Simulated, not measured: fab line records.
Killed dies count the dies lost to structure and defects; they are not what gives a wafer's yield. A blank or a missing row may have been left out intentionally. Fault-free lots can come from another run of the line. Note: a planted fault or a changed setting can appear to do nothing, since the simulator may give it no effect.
Which tool is to blame? ; flow nand_harc ; Sampling: 13 lots, 39 wafers, 6 of 1159 route steps

== WHAT THE GAUGES SHOWED, per wafer ==
NHARC_P_ZERO_WELL_INSPECT_43.
lot;measured;on;raw_defect_count
L488;day 2 01:44;defect_inspect-01;9 17 15
L489;day 2 07:50;defect_inspect-02;14 16 13
L490;day 2 13:35;defect_inspect-01;22 12 18
L491;day 2 19:31;defect_inspect-01;10 12 17
L492;day 3 01:22;defect_inspect-01;14 13 13
L493;day 3 07:44;defect_inspect-02;22 19 23
L495;day 3 19:44;defect_inspect-02;23 20 37
L496;day 4 01:46;defect_inspect-02;16 20 12
L499;day 4 19:29;defect_inspect-02;10 16 8
L501;day 5 07:36;defect_inspect-02;9 27 9
L502;day 5 13:39;defect_inspect-02;25 14 13
L508;day 7 01:40;defect_inspect-01;22 16 14
L510;day 7 13:20;defect_inspect-01;17 9 10

NHARC_P_GATE_CD_MEAS_26: the cd target is 120 nm.
lot;measured;on;cd_nm (nm)
L488;day 5 01:00;cd_sem-03;121.2 120.4 120.7
L489;day 5 00:32;cd_sem-01;119.6 119.8 119.2
L490;day 5 10:25;cd_sem-01;118.8 119.0 119.1
L491;day 5 17:24;cd_sem-03;120.3 120.3 119.2
L492;day 5 16:38;cd_sem-02;119.7 120.6 119.9
L493;day 6 04:41;cd_sem-02;120.7 121.0 120.2
L495;day 6 15:00;cd_sem-03;120.4 119.8 120.1
L496;day 7 02:19;cd_sem-01;119.3 119.3 119.2
L499;day 7 22:09;cd_sem-02;110.3 111.1 111.5
L501;day 7 21:54;cd_sem-03;119.4 119.9 120.1
L502;day 8 14:35;cd_sem-02;119.7 119.0 119.8
L508;day 10 06:46;cd_sem-01;120.2 119.4 119.7
L510;day 10 06:28;cd_sem-03;120.7 120.0 120.0

NHARC_P_GATE_CD_MEAS_46: the cd target is 720 nm.
lot;measured;on;cd_nm (nm)
L488;day 5 13:48;cd_sem-01;721.6 718.3 715.1
L489;day 5 13:20;cd_sem-02;719.8 719.3 724.7
L490;day 5 22:26;cd_sem-03;717.1 720.8 717.9
L491;day 6 05:29;cd_sem-02;721.2 719.2 722.2
L492;day 6 04:55;cd_sem-01;715.8 717.1 721.0
L493;day 6 16:41;cd_sem-01;721.9 718.4 716.7
L495;day 7 03:15;cd_sem-01;718.8 718.5 721.1
L496;day 7 14:20;cd_sem-02;718.5 720.4 718.9
L499;day 8 10:26;cd_sem-01;724.3 723.4 719.6
L501;day 8 09:58;cd_sem-01;720.7 724.7 720.3
L502;day 9 02:40;cd_sem-03;720.7 719.2 717.5
L508;day 10 19:00;cd_sem-01;720.0 718.0 720.8
L510;day 10 18:39;cd_sem-03;720.2 716.7 717.6

NHARC_END_SORT_01.
lot;measured;on;killed_at_array;killed_at_other;killed_at_periphery;killed_dies;killed_open;killed_short
L499;day 22 06:47;prober-02;10;0;5;15;2;1

== WHAT TOOL EACH LOT RAN ON (gives the tool, then ch and the chambers of the sampled wafers, and finally the start) ==
lot;NHARC_P_STI_ETCH_15;NHARC_P_GATE_EXPOSE_23
L488;rie_si-04 ch 0,2,3, day 2 20:25;arfi_scanner-01 ch 0, day 5 00:52
L489;rie_si-01 ch 0,3, day 2 20:33;arfi_scanner-03 ch 0, day 5 00:23
L490;rie_si-01 ch 0,1,3, day 3 06:31;arfi_scanner-03 ch 0, day 5 10:16
L491;rie_si-04 ch 0,2,3, day 3 13:56;arfi_scanner-01 ch 0, day 5 17:16
L492;rie_si-01 ch 0,3, day 3 13:48;arfi_scanner-03 ch 0, day 5 16:30
L493;rie_si-02 ch 0,3, day 3 23:41;arfi_scanner-01 ch 0, day 6 04:33
L495;rie_si-04 ch 1,2,3, day 4 12:34;arfi_scanner-02 ch 0, day 6 14:52
L496;rie_si-01 ch 1,2, day 4 21:47;arfi_scanner-02 ch 0, day 7 02:11
L499;rie_si-02 ch 0,1, day 5 11:19;arfi_scanner-03 ch 0, day 7 22:00
L501;rie_si-01 ch 0,2, day 5 23:27;arfi_scanner-01 ch 0, day 7 21:46
L502;rie_si-04 ch 0,2,3, day 6 08:35;arfi_scanner-01 ch 0, day 8 14:28
L508;rie_si-02 ch 1,2, day 7 23:34;arfi_scanner-03 ch 0, day 10 06:38
L510;rie_si-02 ch 0,1,3, day 8 07:47;arfi_scanner-03 ch 0, day 10 06:19
- NHARC_P_STI_ETCH_15: etches the open film in HBr/Cl2, target depth 300 nm, time 100.1 s.
- NHARC_P_GATE_EXPOSE_23: exposes mask P GATE, target cd 120 nm.

== WHAT THE TOOLS THEMSELVES READ (means of the sampled wafers that have a number; where no wafer has one, the mark that the record gives instead) ==
NHARC_P_STI_ETCH_15.
lot;tool;drypump_motor_current_A (A);oes_product_au (a.u.);throttle_valve_pct (%)
L488;rie_si-04;5.8;1.007;26.399
L489;rie_si-01;6.6;1.002;26.412
L490;rie_si-01;6.5;1.004;26.409
L491;rie_si-04;5.8;1.000;26.412
L492;rie_si-01;6.5;1.009;26.401
L493;rie_si-02;5.2;0.988;26.411
L495;rie_si-04;5.4;0.998;26.397
L496;rie_si-01;5.9;1.010;26.410
L499;rie_si-02;5.5;1.006;26.400
L501;rie_si-01;6.3;0.997;26.402
L502;rie_si-04;5.8;0.995;26.395
L508;rie_si-02;5.7;1.001;26.403
L510;rie_si-02;5.4;1.000;26.398

NHARC_P_GATE_EXPOSE_23.
lot;tool;focus_offset_nm (nm)
L488;arfi_scanner-01;-0.5
L489;arfi_scanner-03;0.2
L490;arfi_scanner-03;0.2
L491;arfi_scanner-01;0.3
L492;arfi_scanner-03;-0.2
L493;arfi_scanner-01;-0.3
L495;arfi_scanner-02;-0.1
L496;arfi_scanner-02;-0.0
L499;arfi_scanner-03;-0.4
L501;arfi_scanner-01;-0.3
L502;arfi_scanner-01;-0.8
L508;arfi_scanner-03;0.3
L510;arfi_scanner-03;0.0

== THE ANSWER, worked out from the rows above alone ==
Rule: what is usual is taken from the lots themselves. Put in order of their means at a reading, lots are off if they are a third of the lots or fewer, leave a main group of 4 or more, and stand apart from it by a gap of 3 or more times the standard deviation of the main group's means; of several such gaps the widest counts. A main group is skipped when, at the precision printed for the reading in the tables above, its means are all equal. Also off: a lot with no number at a reading for which 4 or more lots have one. Any other lot the step has rows for is counted as sound. After the gauges, taken in route order, come the tools' own readings; for these a lot's mean is taken, as printed above. The first step at which some lot is off is used, and at that step the reading that is off furthest; a lot without a number counts as furthest.
Off, at NHARC_P_GATE_CD_MEAS_26 on cd_nm: L499. Main group: mean 119.9 nm, sd 0.5.
If a tool, at a process step before that reading, ran all the lots that are off and no sound lot after the first of them, it fits. Gauges at NHARC_P_GATE_CD_MEAS_26: tried the same way as those tools. No candidate that was tried fits.

== WHAT WAS PUT IN BY THE SIMULATOR ==
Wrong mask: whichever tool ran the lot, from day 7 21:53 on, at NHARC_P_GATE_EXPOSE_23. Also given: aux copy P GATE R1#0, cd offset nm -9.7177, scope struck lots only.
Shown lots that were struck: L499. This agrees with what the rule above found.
